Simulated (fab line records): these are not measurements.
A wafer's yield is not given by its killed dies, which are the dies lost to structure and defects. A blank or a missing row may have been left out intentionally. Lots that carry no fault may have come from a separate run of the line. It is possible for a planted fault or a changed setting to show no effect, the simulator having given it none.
Chamber matching :: flow n5 finfet :: N5_SD_EPI_N_LINER_46 on ald sin-03: 4 sister chambers
The step material SiNx, target thk 3 nm. 8 wafers are shown with their chamber, then 7 later ones without.

WAFERS WITH THEIR CHAMBER
wafer: L076.4
chamber: 3
heater power w (W): 1028
heater power outer w (W): 639

wafer: L080.5
chamber: 2
heater power w (W): 889
heater power outer w (W): 588

wafer: L080.6
chamber: 3
heater power w (W): 1010
heater power outer w (W): 636

wafer: L081.2
chamber: 0
heater power w (W): 904
heater power outer w (W): 660

wafer: L081.3
chamber: 2
heater power w (W): 865
heater power outer w (W): 598

wafer: L081.4
chamber: 1
heater power w (W): 916
heater power outer w (W): 572

wafer: L085.3
chamber: 1
heater power w (W): 929
heater power outer w (W): 549

wafer: L085.5
chamber: 0
heater power w (W): 911
heater power outer w (W): 644

WAFERS MISSING THEIR CHAMBER
wafer: L085.6
heater power w (W): 1020
heater power outer w (W): 642

wafer: L086.2
heater power w (W): 873
heater power outer w (W): 586

wafer: L086.3
heater power w (W): 1010
heater power outer w (W): 635

wafer: L086.6
heater power w (W): 912
heater power outer w (W): 569

wafer: L093.2
heater power w (W): 1001
heater power outer w (W): 652

wafer: L093.5
heater power w (W): 909
heater power outer w (W): 577

wafer: L093.6
heater power w (W): 911
heater power outer w (W): 659

WHICH CHAMBER EACH ONE RAN IN
wafer: L085.6
from the rows above: 3
in truth: 3

wafer: L086.2
from the rows above: 2
in truth: 2

wafer: L086.3
from the rows above: 3
in truth: 3

wafer: L086.6
from the rows above: 1
in truth: 1

wafer: L093.2
from the rows above: 3
in truth: 3

wafer: L093.5
from the rows above: can't be placed: 1 or 2
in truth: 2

wafer: L093.6
from the rows above: 0
in truth: 0
6 of 7 placed correctly. Unplaceable from these rows: 1, with the true chamber sitting among the candidates in 1. Wrongly placed: 0.
How it was worked out, from the rows above alone: a wafer's distance from a chamber is the root of the sum, over the readings, of the square of ((its reading less the chamber's mean) divided by the reading's scatter). If the next closest chamber is less than 2 further off than the closest, the wafer can't be placed; otherwise it belongs to the closest. For every chamber, the mean is computed from those of its wafers that are shown. The scatter: take each reading less its chamber's mean, square it, sum over the shown wafers, divide by the number of wafers less the number of chambers, and take the root.
